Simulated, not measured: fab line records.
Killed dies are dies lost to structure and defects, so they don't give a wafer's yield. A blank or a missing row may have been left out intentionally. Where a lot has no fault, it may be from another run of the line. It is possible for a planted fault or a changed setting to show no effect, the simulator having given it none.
Which tool did it? ; flow nand_harc ; 13 lots, 39 wafers sampled, at 6 steps of a route of 1302

WHAT THE GAUGES SHOWED, per wafer
NHARC_A_CHANNEL_HOLE_D1_INSPECT_40.
lot;measured;on;raw_defect_count
L207;day 8 19:03;defect_inspect-01;104 112 106
L208;day 9 15:46;defect_inspect-01;137 78 115
L209;day 9 20:19;defect_inspect-01;43 52 51
L210;day 10 06:47;defect_inspect-01;113 98 108
L212;day 10 23:01;defect_inspect-02;83 99 104
L217;day 13 16:22;defect_inspect-02;88 78 49
L218;day 13 23:38;defect_inspect-02;67 77 51
L221;day 14 19:11;defect_inspect-01;35 30 41
L224;day 16 03:33;defect_inspect-01;75 76 70
L225;day 16 10:04;defect_inspect-01;47 58 51
L227;day 17 14:45;defect_inspect-01;51 75 62
L228;day 18 03:53;defect_inspect-01;48 52 55
L229;day 18 04:37;defect_inspect-02;67 67 55

NHARC_A_CHANNEL_FILL_D1_THK_MEAS_06: measures by ellipsometry.
lot;measured;on;thk_nm (nm)
L207;day 10 07:22;film_metro-02;4.8 5.8 6.9
L208;day 11 06:05;film_metro-01;4.3 6.0 4.1
L209;day 11 06:05;film_metro-02;4.5 6.2 4.9
L210;day 11 19:13;film_metro-02;4.2 5.3 3.3
L212;day 12 11:00;film_metro-01;3.4 5.9 5.6
L217;day 15 07:49;film_metro-02;4.4 4.1 5.4
L218;day 15 11:27;film_metro-02;5.7 3.9 3.6
L221;day 16 10:30;film_metro-01;6.2 4.1 4.4
L224;day 17 16:13;film_metro-01;4.6 4.2 3.6
L225;day 17 22:43;film_metro-02;4.8 4.6 4.9
L227;day 19 03:11;film_metro-01;4.2 5.6 4.8
L228;day 19 16:48;film_metro-02;5.9 3.8 2.5
L229;day 19 16:48;film_metro-01;6.2 4.8 4.5

NHARC_A_ONON_D2_THK_MEAS_08: measures by ellipsometry.
lot;measured;on;thk_nm (nm)
L207;day 12 10:45;film_metro-02;1011 1009 1011
L208;day 13 05:08;film_metro-02;1005 1006 1008
L209;day 13 05:08;film_metro-01;1000 1000 1000
L210;day 13 16:59;film_metro-01;1001 1003 1003
L212;day 14 07:42;film_metro-02;1024 1025 1024
L217;day 17 06:44;film_metro-02;531 529 530
L218;day 17 06:46;film_metro-01;983 982 983
L221;day 18 12:17;film_metro-01;546 545 546
L224;day 19 19:19;film_metro-02;1021 1019 1020
L225;day 19 19:20;film_metro-01;999 999 997
L227;day 21 02:14;film_metro-01;996 997 996
L228;day 21 14:49;film_metro-02;1003 1001 1005
L229;day 21 14:49;film_metro-01;1016 1014 1014

NHARC_END_SORT_01.
lot;measured;on;killed_at_array;killed_at_other;killed_at_periphery;killed_dies;killed_open;killed_short
L217;day 29 18:49;prober-02;671 672 670;3 2 0;3 3 7;677 677 677;2 2 2;5 1 1
L221;day 30 15:26;prober-01;672 673 673;0 0 0;5 4 4;677 677 677;3 5 6;3 2 0

EACH LOT AND THE TOOL THAT RAN IT (in order: tool; ch and the chambers of the sampled wafers; start)
lot;NHARC_A_CHANNEL_HOLE_D1_XSEM_31;NHARC_A_ONON_D2_DEP_06
L207;xsem-01 ch 0, day 8 18:57;pecvd_onon-02 ch 0, day 12 10:14
L208;xsem-02 ch 0, day 9 15:40;pecvd_onon-03 ch 0, day 13 04:37
L209;xsem-01 ch 0, day 9 20:13;pecvd_onon-04 ch 0, day 13 04:37
L210;xsem-02 ch 0, day 10 06:42;pecvd_onon-02 ch 0, day 13 16:32
L212;xsem-01 ch 0, day 10 22:54;pecvd_onon-02 ch 0, day 14 07:11
L217;xsem-02 ch 0, day 13 16:16;pecvd_onon-02 ch 0, day 17 06:17
L218;xsem-02 ch 0, day 13 23:32;pecvd_onon-03 ch 0, day 17 06:22
L221;xsem-01 ch 0, day 14 19:06;pecvd_onon-02 ch 0, day 18 11:50
L224;xsem-02 ch 0, day 16 03:27;pecvd_onon-03 ch 0, day 19 18:49
L225;xsem-01 ch 0, day 16 09:58;pecvd_onon-04 ch 0, day 19 18:49
L227;xsem-02 ch 0, day 17 14:39;pecvd_onon-03 ch 0, day 21 01:43
L228;xsem-02 ch 0, day 18 03:47;pecvd_onon-02 ch 0, day 21 14:22
L229;xsem-01 ch 0, day 18 04:31;pecvd_onon-03 ch 0, day 21 14:22
- NHARC_A_CHANNEL_HOLE_D1_XSEM_31
- NHARC_A_ONON_D2_DEP_06: target thk 1000 nm.

AS READ BY THE TOOLS THEMSELVES (means over the sampled wafers that have a number; for cases with no such wafer, the mark the record gives instead)
NHARC_A_CHANNEL_HOLE_D1_XSEM_31.
lot;tool;bot_cd_nm (nm);bow_nm (nm);tilt_deg (degrees)
L207;xsem-01;74.2;8.27;0.06
L208;xsem-02;76.5;8.50;0.12
L209;xsem-01;74.8;8.83;0.03
L210;xsem-02;73.8;8.68;0.07
L212;xsem-01;74.7;8.60;0.03
L217;xsem-02;74.9;8.47;0.09
L218;xsem-02;76.6;8.60;0.11
L221;xsem-01;73.8;8.14;0.13
L224;xsem-02;75.7;8.90;0.14
L225;xsem-01;74.1;8.78;0.11
L227;xsem-02;73.3;9.01;0.09
L228;xsem-02;74.1;8.71;0.06
L229;xsem-01;72.9;8.64;0.07

NHARC_A_ONON_D2_DEP_06.
lot;tool;n2o_flow_sccm (sccm)
L207;pecvd_onon-02;2002
L208;pecvd_onon-03;1996
L209;pecvd_onon-04;1996
L210;pecvd_onon-02;2002
L212;pecvd_onon-02;1997
L217;pecvd_onon-02;2003
L218;pecvd_onon-03;2004
L221;pecvd_onon-02;2001
L224;pecvd_onon-03;2002
L225;pecvd_onon-04;1996
L227;pecvd_onon-03;1995
L228;pecvd_onon-02;2001
L229;pecvd_onon-03;2001

THE ANSWER, worked out from the rows above alone
Rule: what is usual is taken from the lots themselves. Put in order of their means at a reading, lots are off if they are a third of the lots or fewer, leave a main group of 4 or more, and stand apart from it by a gap of 3 or more times the standard deviation of the main group's means; of several such gaps the widest counts. If all means in a main group match to the digits the tables above print for the reading, that group is not used. Also off: a lot with no number at a reading for which 4 or more lots have one. The other lots that the step has rows for count as sound. The gauges are gone through in route order, then the tools' own readings, and for those a lot's mean is taken as printed above. The first step at which some lot is off is used, and at that step the reading that is off furthest; a lot without a number counts as furthest.
Off at NHARC_A_ONON_D2_THK_MEAS_08 (thk_nm): L217, L221. For the main group the mean is 1005 nm and the standard deviation 11.
If a tool, at a process step before that reading, ran all the lots that are off and no sound lot after the first of them, it fits. The gauges at NHARC_A_ONON_D2_THK_MEAS_08 are tried like those tools. No candidate that was tried fits.

WHAT WAS PUT IN BY THE SIMULATOR
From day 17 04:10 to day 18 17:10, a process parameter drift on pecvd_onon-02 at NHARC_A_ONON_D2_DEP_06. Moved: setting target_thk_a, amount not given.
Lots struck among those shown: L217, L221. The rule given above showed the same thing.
